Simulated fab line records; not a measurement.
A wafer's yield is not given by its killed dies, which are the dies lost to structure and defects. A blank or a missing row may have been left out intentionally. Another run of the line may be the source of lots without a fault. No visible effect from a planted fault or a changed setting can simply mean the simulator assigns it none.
Which of the tools did it? / flow nand-harc / route of 1302 steps, sampled at 1 step: 12 lots, 36 wafers

## WHAT THE GAUGES SHOWED, per wafer
NHARC_A_CONTACT_OVL_MEAS_09. Usual: overlay-x-nm 0.3 nm, standard deviation 0.77; overlay-y-nm -0.4 nm, standard deviation 0.76.
lot=L688; measured=day 22 20:20; on=overlay-01; overlay-x-nm (nm)=1.0 0.5 0.7; overlay-y-nm (nm)=-0.4 -0.7 -1.0; flag=
lot=L689; measured=day 23 12:38; on=overlay-01; overlay-x-nm (nm)=-0.1 -0.3 0.3; overlay-y-nm (nm)=0.1 0.0 0.4; flag=
lot=L690; measured=day 23 19:56; on=overlay-02; overlay-x-nm (nm)=0.4 0.6 1.2; overlay-y-nm (nm)=0.5 0.5 0.6; flag=
lot=L698; measured=day 28 02:37; on=overlay-01; overlay-x-nm (nm)=-0.6 -0.8 -0.4; overlay-y-nm (nm)=0.0 0.0 0.1; flag=
lot=L699; measured=day 28 04:21; on=overlay-02; overlay-x-nm (nm)=0.0 0.6 0.9; overlay-y-nm (nm)=0.9 0.0 -0.5; flag=
lot=L702; measured=day 28 14:25; on=overlay-02; overlay-x-nm (nm)=0.3 0.4 -0.2; overlay-y-nm (nm)=-0.8 -0.1 -0.4; flag=
lot=L700; measured=day 28 18:40; on=overlay-01; overlay-x-nm (nm)=0.8 -0.3 -0.3; overlay-y-nm (nm)=-1.3 -1.4 -0.9; flag=
lot=L701; measured=day 28 22:16; on=overlay-02; overlay-x-nm (nm)=0.2 -0.8 -0.3; overlay-y-nm (nm)=0.1 -0.5 -0.1; flag=
lot=L703; measured=day 29 19:17; on=overlay-02; overlay-x-nm (nm)=0.1 0.2 -0.2; overlay-y-nm (nm)=-1.8 -2.2 -2.0; flag=
lot=L705; measured=day 30 00:46; on=overlay-01; overlay-x-nm (nm)=-0.2 -0.9 -0.6; overlay-y-nm (nm)=-0.9 0.0 -0.1; flag=
lot=L704; measured=day 30 07:07; on=overlay-01; overlay-x-nm (nm)=0.5 0.8 0.5; overlay-y-nm (nm)=-0.9 -1.3 -1.4; flag=
lot=L707; measured=day 32 15:05; on=overlay-02; overlay-x-nm (nm)=0.6 0.2 0.3; overlay-y-nm (nm)=-1.6 -2.1 -1.4; flag=

## WHAT TOOL EACH LOT RAN ON (gives the tool, then ch and the chambers of the sampled wafers, and finally the start)
The record holds no process step before these readings.

## AS READ BY THE TOOLS THEMSELVES (means over the sampled wafers that have a number; for cases with no such wafer, the mark the record gives instead)
The record holds no such reading with a usual standard deviation.

## THE ANSWER, worked out from the rows above alone
Rule: a lot is off if the mean of its wafers that have a number lies more than 3 standard deviations from the usual mean. A lot without any number at a reading at which 4 lots or more have one is off too. Any other lot the step has rows for is counted as sound. Order of review: gauges by route order, followed by the tools' own readings, for which a lot's mean as printed above is used. The first step at which some lot is off is used, and at that step the reading that is off furthest; a lot without a number counts as furthest.
No lot is off on any of the readings shown, so nothing can be concluded from this.

## WHAT HAD BEEN PUT IN BY THE SIMULATOR
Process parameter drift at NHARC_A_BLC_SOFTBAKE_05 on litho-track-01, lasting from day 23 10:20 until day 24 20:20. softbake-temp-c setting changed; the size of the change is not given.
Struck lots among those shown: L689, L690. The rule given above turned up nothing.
